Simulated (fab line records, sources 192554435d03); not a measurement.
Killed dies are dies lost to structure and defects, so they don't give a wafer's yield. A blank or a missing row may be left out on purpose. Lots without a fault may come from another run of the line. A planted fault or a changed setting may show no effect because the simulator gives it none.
Chamber matching | flow n5_finfet | N5_HKMG_FIN_ALD_75 on ald_hk-01: 4 sister chambers
The step deposits Al2O3, target thk 1 nm, co reactant pulse time 1 s. 8 wafers are shown with their chamber, then 11 later ones without.

WAFERS WITH THEIR CHAMBER
wafer  | chamber | heater_power_w (W) | precursor_pulse_height_rel
L079.4 | 1       | 165                | 1.012
L081.6 | 2       | 150                | 0.995
L084.5 | 0       | 168                | 1.011
L084.6 | 3       | 155                | 1.020
L085.1 | 1       | 166                | 0.959
L085.2 | 3       | 154                | 1.024
L085.6 | 0       | 171                | 0.974
L089.2 | 2       | 150                | 0.978

WAFERS WITHOUT THEIR CHAMBER
wafer  | heater_power_w (W) | precursor_pulse_height_rel
L089.4 | 165                | 1.004
L089.5 | 154                | 0.997
L093.1 | 151                | 0.974
L093.2 | 149                | 1.036
L093.4 | 166                | 0.968
L094.2 | 145                | 1.022
L094.3 | 160                | 0.992
L094.4 | 151                | 1.018
L096.2 | 164                | 0.995
L096.3 | 152                | 1.016
L096.5 | 146                | 0.996

WHICH CHAMBER EACH WENT THROUGH
wafer  | from the rows above     | in truth
L089.4 | 1                       | 1
L089.5 | 3                       | 3
L093.1 | 2                       | 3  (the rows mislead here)
L093.2 | 2                       | 2
L093.4 | 1                       | 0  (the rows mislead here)
L094.2 | 2                       | 2
L094.3 | can't be placed: 1 or 3 | 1
L094.4 | can't be placed: 2 or 3 | 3
L096.2 | 1                       | 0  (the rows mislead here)
L096.3 | can't be placed: 2 or 3 | 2
L096.5 | 2                       | 2
Placed correctly: 5 of 11. Can't be placed from these rows: 3 (the true chamber is among the candidates in 3). Placed wrongly: 3.
How it was worked out, from the rows above alone: a wafer's distance from a chamber is the root of the sum, over the readings, of the square of ((its reading less the chamber's mean) divided by the reading's scatter). The wafer belongs to the nearest chamber; if the next one is less than 2 further off, it can't be placed. A chamber's mean is the mean of its shown wafers. The scatter: the root of (the sum of the squares of (reading less its chamber's mean) over the shown wafers, divided by (wafers less chambers)).
